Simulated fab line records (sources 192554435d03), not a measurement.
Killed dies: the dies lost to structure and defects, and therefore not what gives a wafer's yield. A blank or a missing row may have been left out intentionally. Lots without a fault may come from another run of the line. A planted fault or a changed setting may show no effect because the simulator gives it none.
Which tool is to blame? / flow n5 finfet / 9 lots with 27 wafers sampled at 5 steps, on a route of 1938 steps

WHAT THE GAUGES READ, wafer by wafer
N5_BEOL_M4_RC_MEAS_101.
lot=L694; measured=day 9 04:13; on=prober-02; DIBL_N (mV/V)=35.3 34.1 34.1
lot=L699; measured=day 10 17:10; on=prober-01; DIBL_N (mV/V)=36.8 36.2 35.3
lot=L700; measured=day 11 14:48; on=prober-02; DIBL_N (mV/V)=35.0 37.0 37.8
lot=L702; measured=day 12 19:20; on=prober-01; DIBL_N (mV/V)=34.9 36.6 34.6
lot=L703; measured=day 11 14:51; on=prober-01; DIBL_N (mV/V)=34.9 34.1 34.5
lot=L706; measured=day 13 20:31; on=prober-01; DIBL_N (mV/V)=34.8 35.6 36.5
lot=L711; measured=day 14 18:17; on=prober-01; DIBL_N (mV/V)=36.4 37.5 37.3
lot=L713; measured=day 15 15:37; on=prober-01; DIBL_N (mV/V)=37.1 37.7 36.9
lot=L715; measured=day 15 15:25; on=prober-02; DIBL_N (mV/V)=36.2 36.1 35.8

WHICH TOOL RAN EACH LOT (tool, then ch and the chambers of the sampled wafers, then the start)
lot=L694; N5_HKMG_FIN_STRIP_89=rie diel-05 ch 1,2,3, day 4 17:55; N5_GATE_CUT_ETCHBACK_00=rie metal-01 ch 0,1, day 4 20:56; N5_GATE_CUT_ETCH_56=rie metal-01 ch 0,1, day 4 21:04; N5_GATE_CUT_CMP_02=cmp-01 ch 0,1,2, day 5 00:31
lot=L699; N5_HKMG_FIN_STRIP_89=rie diel-05 ch 1,2,3, day 5 22:49; N5_GATE_CUT_ETCHBACK_00=rie metal-01 ch 0,1, day 6 02:05; N5_GATE_CUT_ETCH_56=rie metal-01 ch 0,1, day 6 02:13; N5_GATE_CUT_CMP_02=cmp-01 ch 0,2,3, day 6 05:19
lot=L700; N5_HKMG_FIN_STRIP_89=rie diel-05 ch 0,3, day 6 05:09; N5_GATE_CUT_ETCHBACK_00=rie metal-02 ch 0,1, day 6 08:11; N5_GATE_CUT_ETCH_56=rie metal-02 ch 0,1, day 6 08:18; N5_GATE_CUT_CMP_02=cmp-02 ch 1,2, day 6 11:08
lot=L702; N5_HKMG_FIN_STRIP_89=rie diel-04 ch 1,3, day 6 16:15; N5_GATE_CUT_ETCHBACK_00=rie metal-02 ch 0,1, day 6 19:49; N5_GATE_CUT_ETCH_56=rie metal-02 ch 0,1, day 6 19:56; N5_GATE_CUT_CMP_02=cmp-02 ch 1,2,3, day 6 22:44
lot=L703; N5_HKMG_FIN_STRIP_89=rie diel-01 ch 1,2,3, day 6 23:37; N5_GATE_CUT_ETCHBACK_00=rie metal-02 ch 0,1, day 7 03:03; N5_GATE_CUT_ETCH_56=rie metal-02 ch 0,1, day 7 03:10; N5_GATE_CUT_CMP_02=cmp-03 ch 0,2,3, day 7 05:56
lot=L706; N5_HKMG_FIN_STRIP_89=rie diel-05 ch 0,3, day 7 16:58; N5_GATE_CUT_ETCHBACK_00=rie metal-02 ch 0,1, day 7 20:00; N5_GATE_CUT_ETCH_56=rie metal-02 ch 0,1, day 7 20:07; N5_GATE_CUT_CMP_02=cmp-02 ch 0,1,3, day 7 22:52
lot=L711; N5_HKMG_FIN_STRIP_89=rie diel-05 ch 0,1,2, day 9 07:27; N5_GATE_CUT_ETCHBACK_00=rie metal-01 ch 0,1, day 9 10:59; N5_GATE_CUT_ETCH_56=rie metal-01 ch 0,1, day 9 11:06; N5_GATE_CUT_CMP_02=cmp-01 ch 0,1,3, day 9 13:53
lot=L713; N5_HKMG_FIN_STRIP_89=rie diel-01 ch 0,1,3, day 9 17:49; N5_GATE_CUT_ETCHBACK_00=rie metal-03 ch 0,1, day 9 20:52; N5_GATE_CUT_ETCH_56=rie metal-03 ch 0,1, day 9 20:59; N5_GATE_CUT_CMP_02=cmp-03 ch 1,2,3, day 10 01:21
lot=L715; N5_HKMG_FIN_STRIP_89=rie diel-04 ch 1,2,3, day 10 05:22; N5_GATE_CUT_ETCHBACK_00=rie metal-03 ch 0,1, day 10 08:24; N5_GATE_CUT_ETCH_56=rie metal-03 ch 0,1, day 10 08:31; N5_GATE_CUT_CMP_02=cmp-02 ch 1,2,3, day 10 11:20
- N5_HKMG_FIN_STRIP_89: strips SOC in N2/H2, time 20 s.
- N5_GATE_CUT_ETCHBACK_00: etches W in SF6/Cl2.
- N5_GATE_CUT_ETCH_56: etches TiN in Cl2/Ar, target depth 21.6 nm.
- N5_GATE_CUT_CMP_02: polishes, stops on SiO2, t overpolish 12.7 s, target thk 0 nm.

THE ANSWER, worked out from the rows above alone
Rule: the usual values come from the lots themselves. The widest of any qualifying gaps counts: lots, ordered by their means at a reading, are off when they make up no more than a third of the lots, leave a main group of 4 or more, and stand apart from it by 3 or more times the standard deviation of that group's means. Not used: any main group whose means are identical at the precision the tables above print for the reading. A lot without any number at a reading at which 4 lots or more have one is off too. Where the step has rows for the other lots, those lots are counted as sound.
Nothing can be told from this: no lot is off at any reading shown.

WHAT THE SIMULATOR HAD PUT IN
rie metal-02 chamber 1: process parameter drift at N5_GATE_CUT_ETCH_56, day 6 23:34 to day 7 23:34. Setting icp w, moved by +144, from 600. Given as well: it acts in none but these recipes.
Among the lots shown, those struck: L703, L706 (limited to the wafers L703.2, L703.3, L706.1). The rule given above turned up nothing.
